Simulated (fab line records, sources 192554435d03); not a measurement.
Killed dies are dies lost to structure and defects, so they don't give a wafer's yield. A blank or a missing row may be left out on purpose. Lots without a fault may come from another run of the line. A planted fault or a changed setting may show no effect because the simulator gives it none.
A struck lot beside a sound one | flow n5_finfet | 40 steps out of a route of 1938
Sound: wafers L551.1, L551.2, L551.6. Struck: wafer L553.3. (L553.2, L553.5 of the same lot were not struck and are left out.) The cause comes at the end.
At each step with rows: each side's tool, then ch and its chambers, then its first start. Under that, the readings that differ: sound wafers | struck wafers | difference of the means | sigmas: that difference in standard deviations of wafers without a fault.
alike: readings whose means differ by less than 2 such deviations, and words and numbers that are the same on both sides. not compared: withheld readings, readings that some wafer has no value for, bounds like >300 that may hide the same value, and numbers for which the record gives no deviation and whose values overlap.
The two part at a step that has a row with sigmas, a row that says differs or no value, or rows on one side only. Numbers that don't overlap but have no deviation are shown without sigmas and don't part them. A reading that every wafer of one side lacks parts them only if that side has two wafers or more.

first, 11 steps without rows for these wafers: N5_FIN_SAQP_STRIP_74 (strips in CHF3/O2); N5_FIN_SAQP_MANDREL_ETCH_22 (etches a-Si in HBr/Cl2, stops on SiNx, target depth 60 nm, bt time 10 s, time 30 s); N5_FIN_SAQP_STRIP_55 (strips in N2/H2); N5_FIN_SAQP_STRIP_23 (strips in SPM, time 750 s); N5_FIN_SAQP_SRD_66 (time 30 s); N5_FIN_SAQP_RECESS_75 (chemistry HF/NH3, target SiO2, target depth 14.4 nm, afs cycles 3, sublimation time 60 s); N5_FIN_SAQP_SPACER1_ALD_24 (deposits SiO2, target thk 20.3 nm, pulse time 1 s, purge time 2 s); N5_FIN_SAQP_SPACER1_ETCHBACK_25 (etches SiO2 in CHF3/O2, target depth 24.4 nm, time 12.2 s); N5_FIN_SAQP_MANDREL1_REMOVE_56 (chemistry HBr/Cl2/O2, target a-Si, stops on SiNx, bt time 10 s); N5_FIN_SAQP_ETCH_57 (etches SiNx in CH3F/O2, target depth 32.5 nm, time 46.4 s); N5_FIN_SAQP_ETCH_65 (etches SiO2 in CF4, target depth 4 nm, time 4.4 s).
N5_FIN_SAQP_MANDREL_ETCH_58: etches a-Si in HBr/Cl2, stops on SiNx, target depth 45 nm, bt time 10 s, time 27 s.
  sound on rie_si-01 ch 0,2, day 2 19:03; struck on rie_si-01 ch 1, day 3 07:28
  alike: drypump_motor_current_A, oes_product_au, throttle_valve_pct
  not compared: rf_hours_counter_h
then, 17 steps without rows for these wafers: N5_FIN_SAQP_RECESS_63 (chemistry HF/NH3, target SiO2, target depth 18 nm, afs cycles 3, sublimation time 60 s); N5_FIN_SAQP_COAT_68 (time 60 s, resist thk 100 nm); N5_FIN_SAQP_ETCH_69 (etches SOC in N2/H2, stops on SiNx, target depth 150 nm); N5_FIN_SAQP_ETCH_67 (etches SiNx in CH3F/O2, target depth 30 nm); N5_FIN_SAQP_STRIP_70 (strips in N2/H2); N5_FIN_SAQP_RECESS_71 (chemistry HF/NH3, target SiO2, target depth 3 nm, afs cycles 1, sublimation time 60 s); N5_FIN_SAQP_SPACER2_ALD_28 (deposits SiO2, target thk 8.1 nm, pulse time 1 s, purge time 2 s); N5_FIN_SAQP_SPACER2_ETCHBACK_29 (etches SiO2 in CHF3/O2, target depth 12.2 nm, time 6.1 s); N5_FIN_SAQP_MANDREL2_REMOVE_60 (chemistry HBr/Cl2/O2, target a-Si, stops on SiNx, bt time 10 s); N5_FIN_SAQP_HM_OPEN_33 (chemistry CH3F/O2, target SiNx, target depth 49.4 nm, time 70.6 s); N5_FIN_SAQP_ETCH_34 (etches SiO2 in C4F6/O2, target depth 45 nm, time 15 s); N5_FIN_SAQP_STRIP_77 (strips in N2/H2, time 90 s); N5_FIN_SAQP_ETCH_64 (etches SiO2 in CF4, target depth 1.5 nm); N5_FIN_SAQP_FIN_ETCH_36 (etches the open film in HBr/Cl2/O2, target depth 120 nm, time 50.4 s); N5_FIN_SAQP_PRECLEAN_38 (cleans in O3/DIW, time 45 s); N5_FIN_SAQP_PRECLEAN_45 (cleans in dHF, time 10 s); N5_FIN_SAQP_SRD_39 (time 30 s).
N5_FIN_SAQP_INSPECT_40: inspects for defects (brightfield).
  sound on defect_inspect-02, day 2 21:00; struck on defect_inspect-02, day 3 09:25
  reading          | sound       | struck | difference | sigmas
  raw_defect_count | 243 187 200 | 1309   | +1099      | +17
then, 7 steps without rows for these wafers: N5_FIN_CUT_COAT_18 (time 60 s, resist thk 230 nm); N5_FIN_CUT_COAT_19 (time 60 s, resist thk 20 nm); N5_FIN_CUT_COAT_29 (time 60 s, resist thk 10 nm); N5_FIN_CUT_COAT_02 (resist thk 30 nm); N5_FIN_CUT_EBR_04; N5_FIN_CUT_SOFTBAKE_03 (time 60 s); N5_FIN_CUT_EXPOSE_05 (exposes mask FIN CUT).
N5_FIN_CUT_INSPECT_10: inspects for defects (brightfield).
  sound on defect_inspect-02, day 2 21:31; struck on defect_inspect-02, day 3 09:56
  reading          | sound    | struck | difference | sigmas
  raw_defect_count | 41 37 33 | 1150   | +1113      | +93
-- the record jumps here: 6 days lie between the struck wafers' starts before and after (it left off in module FIN_CUT and takes up again in module BEOL_M4, whose first step shown is number 1111 of the route) --
N5_BEOL_M4_RC_MEAS_101:
  sound on prober-02 ch 0, day 9 08:28; struck on prober-02 ch 0, day 9 20:15
  alike: DIBL_N, DIBL_P, IOFF_N, IOFF_P, ION_N, ION_P, SS_N, SS_P, VT_N, VT_P
-- the record jumps here: 4 days lie between the struck wafers' starts before and after (it left off in module BEOL_M4 and takes up again in module PASSIVATION, whose first step shown is number 1936 of the route) --
N5_PASSIVATION_PROBE_49:
  sound on prober-01, day 13 10:03; struck on prober-02, day 14 02:22
  reading                  | sound          | struck | difference | sigmas
  defect_limited_yield (%) | 90.8 92.7 92.7 | 81.9   | -10.2      | -7
  killed_at_front_end      | 55 47 33       | 167    | +122       | +9
  killed_dies              | 108 86 86      | 213    | +120       | +7
  killed_on_rim            | 16 8 13        | 27     | +15        | +3
  sort_bin_5_function (%)  | 5.4 3.8 5.0    | 10.4   | +5.7       | +6
  sort_bin_6_memory (%)    | 3.1 3.4 1.9    | 4.5    | +1.7       | +2
  sort_n_pass              | 1072 1094 1094 | 967    | -120       | -7
  sort_yield_pct (%)       | 90.8 92.7 92.7 | 81.9   | -10.2      | -7
  alike: killed_at_M0_to_M3, killed_at_M4_up, killed_at_contacts, killed_at_other, killed_open, killed_short

WHERE THEY PART
First at N5_FIN_SAQP_INSPECT_40; last, within this record, at N5_PASSIVATION_PROBE_49.

WHY: what the simulator had put in
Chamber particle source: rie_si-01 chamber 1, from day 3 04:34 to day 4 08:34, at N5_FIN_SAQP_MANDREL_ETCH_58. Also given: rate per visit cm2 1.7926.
